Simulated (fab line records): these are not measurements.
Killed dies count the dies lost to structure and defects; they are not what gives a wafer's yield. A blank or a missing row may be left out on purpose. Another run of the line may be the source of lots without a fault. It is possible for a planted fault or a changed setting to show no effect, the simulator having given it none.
Which tool is to blame? | flow nand harc | Sampling: 13 lots, 39 wafers, 6 of 1159 route steps

WHAT THE GAUGES READ, wafer by wafer
NHARC_A_ZERO_WELL_CD_MEAS_10 targets a cd of 2000 nm. Usual: 2000.2 nm for cd nm, sd 1.4.
lot  | measured     | on        | cd nm (nm)           | flag
L823 | day 6 05:02  | cd sem-02 | 1999.8 1999.7 2000.8 |
L828 | day 7 23:11  | cd sem-01 | 1999.2 2000.6 2000.4 |
L836 | day 9 16:26  | cd sem-02 | 2001.1 2000.0 2000.3 |
L834 | day 9 17:28  | cd sem-03 | 1997.9 2001.5 1998.2 |
L837 | day 9 20:25  | cd sem-02 | 2000.6 2000.6 2000.9 |
L835 | day 10 04:14 | cd sem-02 | 2002.1 2001.4 2002.2 |
L839 | day 10 15:19 | cd sem-03 | 2000.2 1998.2 1999.9 |
L838 | day 10 16:05 | cd sem-03 | 2002.0 2001.6 1999.8 |
L840 | day 10 22:46 | cd sem-02 | 2001.0 2001.2 2000.5 |
L841 | day 10 23:52 | cd sem-01 | 2000.8 2002.7 2000.1 |
L843 | day 11 13:00 | cd sem-02 | 2000.0 2000.4 2001.0 |
L846 | day 11 22:17 | cd sem-03 | 2002.6 2001.8 1999.8 |
L845 | day 11 22:58 | cd sem-01 | 1999.1 1998.9 1998.4 |

NHARC_A_SOURCE_PLATE_INSPECT_08. Usual: 61 for raw defect count, sd 22.
lot  | measured     | on                | raw defect count | flag
L823 | day 7 03:41  | defect inspect-02 | 35 52 46         |
L828 | day 8 20:42  | defect inspect-01 | 80 114 60        |
L836 | day 10 16:24 | defect inspect-01 | 51 62 46         |
L834 | day 10 16:23 | defect inspect-01 | 40 430 476       | OFF
L837 | day 10 16:23 | defect inspect-02 | 55 91 58         |
L835 | day 11 05:27 | defect inspect-01 | 54 91 73         |
L839 | day 11 13:45 | defect inspect-02 | 47 42 65         |
L838 | day 11 13:45 | defect inspect-01 | 58 39 63         |
L840 | day 11 20:49 | defect inspect-02 | 32 27 31         |
L841 | day 11 20:50 | defect inspect-01 | 37 98 52         |
L843 | day 12 10:55 | defect inspect-01 | 27 102 83        |
L846 | day 12 20:50 | defect inspect-02 | 63 85 99         |
L845 | day 12 20:50 | defect inspect-01 | 54 70 71         |

NHARC_A_ONON_D1_THK_MEAS_24: measures by ellipsometry. Usual: 1006 nm for thk nm, sd 8.
lot  | measured     | on            | thk nm (nm)    | flag
L823 | day 7 12:54  | film metro-02 | 1025 1023 1023 |
L828 | day 9 07:50  | film metro-02 | 1011 1010 1012 |
L836 | day 11 03:26 | film metro-02 | 1005 1006 1005 |
L834 | day 11 03:27 | film metro-01 | 1003 1003 1004 |
L837 | day 11 03:28 | film metro-02 | 1013 1014 1012 |
L835 | day 11 18:52 | film metro-01 | 1005 1006 1005 |
L839 | day 12 01:08 | film metro-02 | 1000 1000 1000 |
L838 | day 12 01:09 | film metro-01 | 1009 1006 1007 |
L840 | day 12 08:53 | film metro-02 | 1000 1000 999  |
L841 | day 12 08:53 | film metro-01 | 1006 1006 1007 |
L843 | day 12 22:19 | film metro-02 | 1011 1011 1011 |
L846 | day 13 07:55 | film metro-02 | 1001 1001 1001 |
L845 | day 13 07:57 | film metro-01 | 996 999 997    |

NHARC_END_SORT_01. Usual: killed at array 28, standard deviation 8.9; killed at other 0.8, standard deviation 1.2; killed at periphery 3.3, standard deviation 2.3; killed dies 32, standard deviation 9.4; killed open 3.2, standard deviation 1.8; killed short 1.9, standard deviation 1.4.
lot  | measured     | on        | killed at array | killed at other | killed at periphery | killed dies | killed open | killed short | flag
L834 | day 22 21:15 | prober-01 | 32 89 95        | 0 0 2           | 1 2 1               | 33 91 98    | 2 2 5       | 4 1 1        | OFF

EACH LOT AND THE TOOL THAT RAN IT (in order: tool; ch and the chambers of the sampled wafers; start)
lot  | NHARC_A_ZERO_WELL_ETCH_13        | NHARC_A_SOURCE_PLATE_PVD_04
L823 | rie si-05 ch 1,2,3, day 6 05:26  | pvd sputter-03, day 6 14:30
L828 | rie si-04 ch 1,3, day 7 23:34    | pvd sputter-01, day 8 07:36
L836 | rie si-05 ch 1,2, day 9 16:50    | pvd sputter-01, day 10 02:10
L834 | rie si-05 ch 0,1, day 9 17:52    | pvd sputter-03, day 10 02:10
L837 | rie si-05 ch 0,1, day 9 20:47    | pvd sputter-01, day 10 05:55
L835 | rie si-03 ch 1,2,3, day 10 04:37 | pvd sputter-01, day 10 12:49
L839 | rie si-04 ch 0,2,3, day 10 15:41 | pvd sputter-02, day 11 00:20
L838 | rie si-05 ch 1,3, day 10 16:28   | pvd sputter-01, day 11 00:23
L840 | rie si-04 ch 0,1,3, day 10 23:07 | pvd sputter-01, day 11 07:38
L841 | rie si-03 ch 1,2,3, day 11 00:14 | pvd sputter-02, day 11 07:39
L843 | rie si-03 ch 0,2,3, day 11 13:21 | pvd sputter-01, day 11 21:47
L846 | rie si-04 ch 1,2,3, day 11 22:40 | pvd sputter-02, day 12 07:17
L845 | rie si-05 ch 0,2,3, day 11 23:24 | pvd sputter-01, day 12 07:17
- NHARC_A_ZERO_WELL_ETCH_13: etches the open film in HBr/Cl2, target depth 120 nm, time 40.1 s.
- NHARC_A_SOURCE_PLATE_PVD_04: deposits WSi2, target thk 50 nm.

WHAT THE TOOLS THEMSELVES READ (means of the sampled wafers that have a number; where no wafer has one, the mark that the record gives instead)
NHARC_A_ZERO_WELL_ETCH_13. Usual: bias w 100.0 W, standard deviation 0.33; chamber pressure mTorr 14.999 mTorr, standard deviation 0.012; drypump motor current A 5.8 A, standard deviation 0.49; oes product au 1.000 a.u., standard deviation 0.0068; throttle valve pct 26.405 %, standard deviation 0.0096.
lot  | tool      | bias w (W) | chamber pressure mTorr (mTorr) | drypump motor current A (A) | oes product au (a.u.) | throttle valve pct (%) | flag
L823 | rie si-05 | 100.1      | 14.997                         | 6.1                         | 1.011                 | 26.409                 |
L828 | rie si-04 | 100.2      | 14.993                         | 5.7                         | 1.006                 | 26.418                 |
L836 | rie si-05 | 100.1      | 15.005                         | 6.0                         | 1.002                 | 26.406                 |
L834 | rie si-05 | 100.0      | 15.002                         | 5.9                         | 0.997                 | 26.415                 |
L837 | rie si-05 | 99.8       | 14.998                         | 5.9                         | 1.003                 | 26.405                 |
L835 | rie si-03 | 99.9       | 14.991                         | 5.6                         | 0.999                 | 26.405                 |
L839 | rie si-04 | 99.7       | 14.977                         | 5.6                         | 1.000                 | 26.403                 |
L838 | rie si-05 | 100.2      | 15.005                         | 6.1                         | 1.004                 | 26.402                 |
L840 | rie si-04 | 100.2      | 15.005                         | 5.5                         | 1.001                 | 26.405                 |
L841 | rie si-03 | 100.4      | 15.002                         | 5.6                         | 0.995                 | 26.411                 |
L843 | rie si-03 | 100.1      | 14.996                         | 5.6                         | 0.993                 | 26.415                 |
L846 | rie si-04 | 99.8       | 15.009                         | 5.9                         | 1.010                 | 26.403                 |
L845 | rie si-05 | 100.0      | 15.012                         | 6.0                         | 0.993                 | 26.403                 |

THE ANSWER, worked out from the rows above alone
Rule: take the mean of a lot's wafers that have a number; if it is more than 3 standard deviations from the usual mean, the lot is off. Also off: a lot with no number at a reading for which 4 or more lots have one. Where the step has rows for the other lots, those lots are counted as sound. After the gauges, taken in route order, come the tools' own readings; for these a lot's mean is taken, as printed above. At the first step where some lot is off, the reading lying furthest off is the one used; lots without a number count as furthest.
Off: L834 (NHARC_A_SOURCE_PLATE_INSPECT_08, raw defect count).
A tool fits if, at a process step before that reading, it ran every lot that is off, and no sound lot after the first of them. Not tried: the gauges at NHARC_A_SOURCE_PLATE_INSPECT_08; whatever is off there is also off at NHARC_END_SORT_01, on other tools, and gauge error can't account for it. One candidate fits, namely pvd sputter-03 at NHARC_A_SOURCE_PLATE_PVD_04. Its last sound lot is L823 (day 6 14:30), its first lot that is off L834 (day 10 02:10): a fault that began between those two fits.

WHAT THE SIMULATOR HAD PUT IN
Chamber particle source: pvd sputter-03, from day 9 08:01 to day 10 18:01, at NHARC_A_SOURCE_PLATE_PVD_04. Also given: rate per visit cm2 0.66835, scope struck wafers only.
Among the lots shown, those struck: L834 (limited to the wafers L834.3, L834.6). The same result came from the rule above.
